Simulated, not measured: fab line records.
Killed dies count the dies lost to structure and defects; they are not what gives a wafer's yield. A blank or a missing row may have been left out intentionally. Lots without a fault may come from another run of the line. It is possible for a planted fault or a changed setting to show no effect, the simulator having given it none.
Problem report in the 8D (eight disciplines) form, filled by code    flow nand_harc    the parts of the form that need people (team, actions taken, sign-off) are left out

== 1. WHAT WENT WRONG ==
At NHARC_A_CHANNEL_HOLE_D2_SOFTBAKE_05, heater_power_total_W averages 178.83 W over 6 wafers from 2 lots, while fault-free wafers read 188.44 W, standard deviation 0.14. Relative to the usual mean, that is a shift of -69 standard deviations.
The step: time 55 s.
The first sign was on wafer L157.1 at day 19 10:00, on litho_track-04. Wafers with a number at this step in the record: 36, from 12 lots. The rule behind "out" and "out of limits": a value lying over 4 standard deviations away from the usual mean. All remaining wafers that have a number are taken as sound.

== 2. WHAT IT IS AND WHAT IT IS NOT ==
question                     is                      is not
which readings at this step  heater_power_total_W    -
which lots                   L156, L157              L142, L143, L145, L146, L147, L158, L160, L161, L162, L164
which wafers of those lots   all that have a number  -
read on which tools          litho_track-04          litho_track-01, litho_track-06
when                         from day 19 10:00       up to then (15 sound wafers); but 15 sound wafers of L158, L160, L161, L162, L164 came after

== 3. SUSPECTS, AND WHAT RULES EACH OUT ==
Counting: a tool at a process step up to the reading stays a suspect if it ran every lot that is out and no sound lot after the first of them.
- litho_track-04 at NHARC_A_CHANNEL_HOLE_D2_SOFTBAKE_05 (time 55 s): ruled out as a lasting fault. Sound lots L162 ran on it after its first lot that is out, L157 (day 19 10:00).
Left after counting: nothing in the record.

== 4. THE CAUSE (what the simulator had put in) ==
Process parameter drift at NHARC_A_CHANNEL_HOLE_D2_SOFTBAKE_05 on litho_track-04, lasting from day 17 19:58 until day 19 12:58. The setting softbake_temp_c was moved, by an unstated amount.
Counting ruled it out, wrongly.

== 5. THE CHAIN OF EFFECTS, in route order ==
Each row: a reading where the mean over the struck wafers with a number is more than 3 standard deviations away from the usual. Readings are gone through only where the record gives a usual standard deviation; hours: the median, over the lots, of the time from a lot's start at the first step in this table giving one to that lot's start at this step; sigmas: the change measured in usual standard deviations.
hours  step                                 reading               usual     on struck wafers  change  sigmas
0      NHARC_A_CHANNEL_HOLE_D2_SOFTBAKE_05  heater_power_total_W  188.44 W  178.83            -9.61   -69
Process steps it contains:
- NHARC_A_CHANNEL_HOLE_D2_SOFTBAKE_05: time 55 s.

== 6. HOW IT WOULD HAVE BEEN CAUGHT EARLIER ==
In this record no reading fell out of limits until day 19 10:00, 38 hours after the fault had begun at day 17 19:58.
